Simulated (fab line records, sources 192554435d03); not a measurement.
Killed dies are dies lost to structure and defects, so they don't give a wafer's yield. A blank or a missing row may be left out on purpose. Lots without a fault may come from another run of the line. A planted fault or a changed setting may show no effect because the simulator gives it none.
Which tool did it? | flow n5_finfet | 11 lots, 30 wafers sampled, at 6 steps of a route of 1938

WHAT THE GAUGES READ, wafer by wafer
N5_BEOL_M4_THK_MEAS_01.
lot  | measured     | on            | M4_ILD_THK (nm)
L616 | day 7 10:07  | film_metro-02 | 77.8 78.1
L619 | day 8 00:44  | film_metro-02 | 79.2 78.5 79.2
L618 | day 8 10:24  | film_metro-02 | 79.2 78.5
L620 | day 8 15:13  | film_metro-01 | 78.6 79.6 80.2
L622 | day 8 18:18  | film_metro-01 | 78.9 78.7 80.2
L623 | day 8 21:37  | film_metro-02 | 80.2 78.1 80.0
L629 | day 11 19:33 | film_metro-01 | 77.4 106.7 108.4
L631 | day 11 23:16 | film_metro-01 | 76.3 79.6 108.8
L632 | day 12 00:04 | film_metro-02 | 78.8 79.1 81.4
L637 | day 13 02:05 | film_metro-01 | 79.2 80.5
L638 | day 13 15:35 | film_metro-02 | 80.7 79.3 81.1

N5_BEOL_M4_RC_MEAS_101.
lot  | measured     | on        | DIBL_N (mV/V)  | DIBL_P (mV/V)  | IOFF_N (nA/um) | IOFF_P (nA/um) | ION_N (uA/um) | ION_P (uA/um) | SS_N (mV/dec)  | SS_P (mV/dec)  | VT_N (mV)   | VT_P (mV)
L616 | day 7 18:09  | prober-01 | 35.5 33.2      | 36.4 33.5      | 0.16 0.11      | 0.26 0.20      | 669 649       | 475 462       | 72.2 71.1      | 73.6 72.7      | 251 257     | -243.3 -247.6
L619 | day 8 13:13  | prober-02 | 33.3 36.9 33.6 | 30.4 35.9 30.2 | 0.09 0.14 0.09 | 0.15 0.21 0.14 | 643 684 642   | 452 470 443   | 70.6 71.0 70.6 | 72.3 72.7 71.8 | 257 250 258 | -252.8 -250.1 -255.9
L618 | day 8 23:31  | prober-01 | 35.7 37.6      | 35.4 37.8      | 0.14 0.18      | 0.17 0.22      | 675 674       | 457 460       | 70.6 72.1      | 73.0 74.7      | 254 249     | -255.2 -249.7
L620 | day 9 03:50  | prober-01 | 37.2 39.2 38.7 | 35.6 36.4 36.8 | 0.17 0.20 0.18 | 0.23 0.25 0.26 | 688 681 688   | 472 459 473   | 71.7 72.3 72.6 | 74.1 73.8 73.2 | 249 247 249 | -251.1 -249.6 -251.2
L622 | day 9 06:28  | prober-01 | 34.8 34.5 38.4 | 35.2 35.1 40.7 | 0.14 0.13 0.21 | 0.18 0.17 0.27 | 687 670 687   | 470 459 472   | 71.5 71.3 72.4 | 72.7 73.1 74.3 | 251 251 244 | -250.1 -251.9 -245.6
L623 | day 9 07:47  | prober-02 | 32.3 34.5 37.8 | 30.4 33.9 38.5 | 0.09 0.12 0.17 | 0.14 0.18 0.25 | 653 666 672   | 459 465 467   | 70.1 71.4 71.9 | 71.2 73.0 73.8 | 257 251 248 | -253.7 -250.1 -247.8
L629 | day 12 11:16 | prober-02 | 38.2           | 39.3           | 0.20           | 0.22           | 691           | 468           | 72.0           | 73.3           | 247         | -249.6
L631 | day 12 21:02 | prober-02 | 38.7 37.1      | 38.7 37.5      | 0.22 0.20      | 0.25 0.23      | 690 690       | 463 469       | 72.0 71.7      | 74.1 72.8      | 246 246     | -247.5 -248.3
L632 | day 12 19:57 | prober-02 | 32.4 35.0 32.9 | 32.2 36.2 34.0 | 0.11 0.15 0.13 | 0.13 0.18 0.16 | 660 670 675   | 448 458 461   | 70.8 71.6 70.4 | 71.7 73.5 71.8 | 252 250 248 | -256.9 -254.3 -254.9
L637 | day 13 18:13 | prober-02 | 38.5 35.2      | 39.9 34.9      | 0.21 0.15      | 0.22 0.16      | 685 671       | 455 451       | 72.0 70.6      | 74.3 72.9      | 248 252     | -252.6 -256.1
L638 | day 14 13:26 | prober-01 | 39.8 36.3 37.8 | 41.0 37.9 38.1 | 0.25 0.17 0.21 | 0.31 0.25 0.24 | 702 687 689   | 476 474 460   | 72.3 71.1 72.4 | 74.4 74.2 74.1 | 242 246 244 | -245.9 -244.9 -248.1

WHICH TOOL RAN EACH LOT (tool, then ch and the chambers of the sampled wafers, then the start)
lot  | N5_BEOL_M3_ANNEAL_82         | N5_BEOL_M3_SPUTTER_90        | N5_BEOL_M3_CO_CAP_55             | N5_BEOL_M4_ILD_DEP_00
L616 | pvd_sputter-02, day 7 07:37  | pvd_sputter-02, day 7 08:12  | cvd_co-01 ch 0,1, day 7 09:50    | pecvd-03 ch 1, day 7 10:03
L619 | pvd_sputter-02, day 7 22:19  | pvd_sputter-02, day 7 22:53  | cvd_co-01 ch 1,2, day 8 00:25    | pecvd-03 ch 0,2, day 8 00:40
L618 | pvd_sputter-03, day 8 07:59  | pvd_sputter-03, day 8 08:34  | cvd_co-02 ch 0,2, day 8 10:05    | pecvd-04 ch 0,2, day 8 10:20
L620 | pvd_sputter-01, day 8 12:47  | pvd_sputter-01, day 8 13:22  | cvd_co-01 ch 1,2, day 8 14:53    | pecvd-03 ch 0,2, day 8 15:08
L622 | pvd_sputter-01, day 8 15:50  | pvd_sputter-01, day 8 16:25  | cvd_co-02 ch 1,2, day 8 17:59    | pecvd-04 ch 0,1,2, day 8 18:14
L623 | pvd_sputter-03, day 8 19:11  | pvd_sputter-03, day 8 19:46  | cvd_co-01 ch 1,2, day 8 21:18    | pecvd-03 ch 0,2, day 8 21:33
L629 | pvd_sputter-01, day 11 17:07 | pvd_sputter-01, day 11 17:42 | cvd_co-01 ch 1,2, day 11 19:14   | pecvd-04 ch 0,1, day 11 19:29
L631 | pvd_sputter-03, day 11 20:50 | pvd_sputter-03, day 11 21:25 | cvd_co-02 ch 0,1,2, day 11 22:57 | pecvd-04 ch 0,1,2, day 11 23:11
L632 | pvd_sputter-02, day 11 21:40 | pvd_sputter-02, day 11 22:14 | cvd_co-01 ch 0,1,2, day 11 23:46 | pecvd-03 ch 0,2, day 12 00:01
L637 | pvd_sputter-03, day 12 23:40 | pvd_sputter-03, day 13 00:14 | cvd_co-02 ch 0, day 13 01:46     | pecvd-03 ch 2, day 13 02:01
L638 | pvd_sputter-02, day 13 13:10 | pvd_sputter-02, day 13 13:45 | cvd_co-01 ch 0,1,2, day 13 15:19 | pecvd-03 ch 0,1,2, day 13 15:32
- N5_BEOL_M3_ANNEAL_82: time 240 s.
- N5_BEOL_M3_SPUTTER_90: material Cu, target thk 4.5 nm, time 8.29 s.
- N5_BEOL_M3_CO_CAP_55: material Co, precursor CCTBA/H2, target thk 2 nm, time 102.1 s.
- N5_BEOL_M4_ILD_DEP_00: deposits SiOC from DEMS/O2, target thk 79 nm, time 15.3 s.

WHAT THE TOOLS THEMSELVES READ (means of the sampled wafers that have a number; where no wafer has one, the mark that the record gives instead)
N5_BEOL_M3_ANNEAL_82.
lot  | tool           | heater_power_w (W)
L616 | pvd_sputter-02 | 921
L619 | pvd_sputter-02 | 829
L618 | pvd_sputter-03 | 815
L620 | pvd_sputter-01 | 762
L622 | pvd_sputter-01 | 789
L623 | pvd_sputter-03 | 828
L629 | pvd_sputter-01 | 797
L631 | pvd_sputter-03 | 845
L632 | pvd_sputter-02 | 918
L637 | pvd_sputter-03 | 826
L638 | pvd_sputter-02 | 894

N5_BEOL_M3_SPUTTER_90.
lot  | tool           | throttle_valve_pct (%)
L616 | pvd_sputter-02 | 30.0
L619 | pvd_sputter-02 | 29.6
L618 | pvd_sputter-03 | 30.3
L620 | pvd_sputter-01 | 29.6
L622 | pvd_sputter-01 | 30.3
L623 | pvd_sputter-03 | 30.4
L629 | pvd_sputter-01 | 30.3
L631 | pvd_sputter-03 | 29.9
L632 | pvd_sputter-02 | 30.6
L637 | pvd_sputter-03 | 30.6
L638 | pvd_sputter-02 | 29.9

N5_BEOL_M3_CO_CAP_55.
lot  | tool      | heater_power_outer_w (W) | heater_power_w (W)
L616 | cvd_co-01 | 119                      | 235
L619 | cvd_co-01 | 117                      | 233
L618 | cvd_co-02 | 136                      | 254
L620 | cvd_co-01 | 129                      | 244
L622 | cvd_co-02 | 125                      | 228
L623 | cvd_co-01 | 116                      | 227
L629 | cvd_co-01 | 120                      | 231
L631 | cvd_co-02 | 124                      | 242
L632 | cvd_co-01 | 126                      | 247
L637 | cvd_co-02 | 139                      | 273
L638 | cvd_co-01 | 127                      | 250

N5_BEOL_M4_ILD_DEP_00.
lot  | tool     | heater_power_outer_w (W) | heater_power_w (W) | showerhead_plenum_p_Torr (Torr) | throttle_valve_pct (%)
L616 | pecvd-03 | 278                      | 512                | 5.651                           | 12.4
L619 | pecvd-03 | 270                      | 461                | 5.700                           | 12.2
L618 | pecvd-04 | 326                      | 582                | 5.707                           | 11.7
L620 | pecvd-03 | 272                      | 468                | 5.696                           | 12.0
L622 | pecvd-04 | 281                      | 519                | 5.708                           | 12.1
L623 | pecvd-03 | 245                      | 440                | 5.698                           | 11.9
L629 | pecvd-04 | 281                      | 480                | 5.700                           | 12.1
L631 | pecvd-04 | 255                      | 468                | 5.712                           | 11.9
L632 | pecvd-03 | 230                      | 409                | 5.693                           | 11.7
L637 | pecvd-03 | 246                      | 440                | 5.683                           | 11.5
L638 | pecvd-03 | 247                      | 452                | 5.681                           | 12.1

THE ANSWER, worked out from the rows above alone
Rule: what is usual is taken from the lots themselves. Put in order of their means at a reading, lots are off if they are a third of the lots or fewer, leave a main group of 4 or more, and stand apart from it by a gap of 3 or more times the standard deviation of the main group's means; of several such gaps the widest counts. A main group whose means are all the same, to the digits that the tables above print for the reading, isn't used. A lot without any number at a reading at which 4 lots or more have one is off too. The other lots that the step has rows for count as sound. The gauges are gone through in route order, then the tools' own readings, and for those a lot's mean is taken as printed above. The first step at which some lot is off is used, and at that step the reading that is off furthest; a lot without a number counts as furthest.
Off: L629, L631, at N5_BEOL_M4_THK_MEAS_01 (M4_ILD_THK). The main group: mean 79.3 nm, standard deviation 0.65.
A tool fits if, at a process step before that reading, it ran every lot that is off, and no sound lot after the first of them. The gauges at N5_BEOL_M4_THK_MEAS_01 are tried like those tools. One fits: pecvd-04 at N5_BEOL_M4_ILD_DEP_00. Its last sound lot is L622 (day 8 18:14), its first lot that is off L629 (day 11 19:29): a fault that began between those two fits.

WHAT THE SIMULATOR HAD PUT IN
Process parameter drift: pecvd-04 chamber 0, from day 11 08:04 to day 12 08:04, at N5_BEOL_M4_ILD_DEP_00. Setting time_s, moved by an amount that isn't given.
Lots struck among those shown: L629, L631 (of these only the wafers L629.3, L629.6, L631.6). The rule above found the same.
